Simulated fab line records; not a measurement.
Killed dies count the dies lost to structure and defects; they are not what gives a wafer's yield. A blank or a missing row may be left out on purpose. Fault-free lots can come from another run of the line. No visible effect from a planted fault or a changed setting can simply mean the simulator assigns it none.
Chamber matching + flow n5Finfet + rieDiel-02 running N5_BEOL_M13_DESCUM_33: 4 sister chambers
The step chemistry O2, time 7.9 s. 16 wafers are shown with their chamber, then 8 later ones without.

== WAFERS, EACH WITH ITS CHAMBER ==
| wafer  | chamber | drypumpMotorCurrentA (A) | showerheadPlenumPTorr (Torr) | oesProductAu (a.u.) |
|--------|---------|--------------------------|------------------------------|---------------------|
| L079.3 | 2       | 6.1                      | 2.03                         | 0.83                |
| L079.5 | 2       | 6.0                      | 2.03                         | 0.82                |
| L079.6 | 1       | 5.6                      | 2.00                         | 0.72                |
| L082.1 | 3       | 5.9                      | 1.99                         | 0.69                |
| L082.3 | 2       | 6.1                      | 2.03                         | 0.81                |
| L082.4 | 0       | 4.8                      | 2.14                         | 0.91                |
| L080.3 | 2       | 6.1                      | 2.03                         | 0.81                |
| L080.5 | 0       | 4.8                      | 2.14                         | 0.89                |
| L080.6 | 1       | 5.6                      | 1.99                         | 0.71                |
| L083.1 | 0       | 4.8                      | 2.14                         | 0.89                |
| L083.4 | 1       | 5.6                      | 1.99                         | 0.71                |
| L083.6 | 0       | 4.8                      | 2.14                         | 0.90                |
| L088.2 | 2       | 6.1                      | 2.02                         | 0.81                |
| L088.4 | 0       | 4.8                      | 2.13                         | 0.88                |
| L088.5 | 3       | 5.9                      | 1.99                         | 0.69                |
| L092.1 | 0       | 4.8                      | 2.13                         | 0.86                |

SIGNATURES (means of the wafers above)
| reading               | chamber 0 | chamber 1 | chamber 2 | chamber 3 | scatter within a chamber |
|-----------------------|-----------|-----------|-----------|-----------|--------------------------|
| drypumpMotorCurrentA  | 4.800     | 5.600     | 6.080     | 5.900     | 0.0258                   |
| showerheadPlenumPTorr | 2.1367    | 1.9933    | 2.0280    | 1.9900    | 0.00483                  |
| oesProductAu          | 0.8883    | 0.7133    | 0.8160    | 0.6900    | 0.0125                   |
Rule: for a wafer and a chamber, the distance is found by dividing, reading by reading, the gap between the wafer's reading and the chamber's mean by the reading's scatter, squaring, summing and taking the root. If the next closest chamber is less than 2 further off than the closest, the wafer can't be placed; otherwise it belongs to the closest. The scatter: the root of (the sum of the squares of (reading less its chamber's mean) over the shown wafers, divided by (wafers less chambers)).

== WAFERS MISSING THEIR CHAMBER ==
| wafer  | drypumpMotorCurrentA (A) | showerheadPlenumPTorr (Torr) | oesProductAu (a.u.) |
|--------|--------------------------|------------------------------|---------------------|
| L092.2 | 5.9                      | 1.98                         | 0.68                |
| L092.5 | 5.9                      | 1.98                         | 0.68                |
| L091.1 | 5.9                      | 1.98                         | 0.68                |
| L091.4 | 6.1                      | 2.02                         | 0.79                |
| L091.6 | 5.6                      | 1.99                         | 0.70                |
| L094.1 | 5.6                      | 1.98                         | 0.70                |
| L094.4 | 4.8                      | 2.12                         | 0.84                |
| L094.5 | 5.6                      | 1.98                         | 0.70                |

== EACH ONE'S CHAMBER ==
| wafer  | from the rows above | in truth |
|--------|---------------------|----------|
| L092.2 | 3                   | 3        |
| L092.5 | 3                   | 3        |
| L091.1 | 3                   | 3        |
| L091.4 | 2                   | 2        |
| L091.6 | 1                   | 1        |
| L094.1 | 1                   | 1        |
| L094.4 | 0                   | 0        |
| L094.5 | 1                   | 1        |
Correctly placed: 8 of 8. Not placeable from these rows: 0. Wrongly placed: 0.
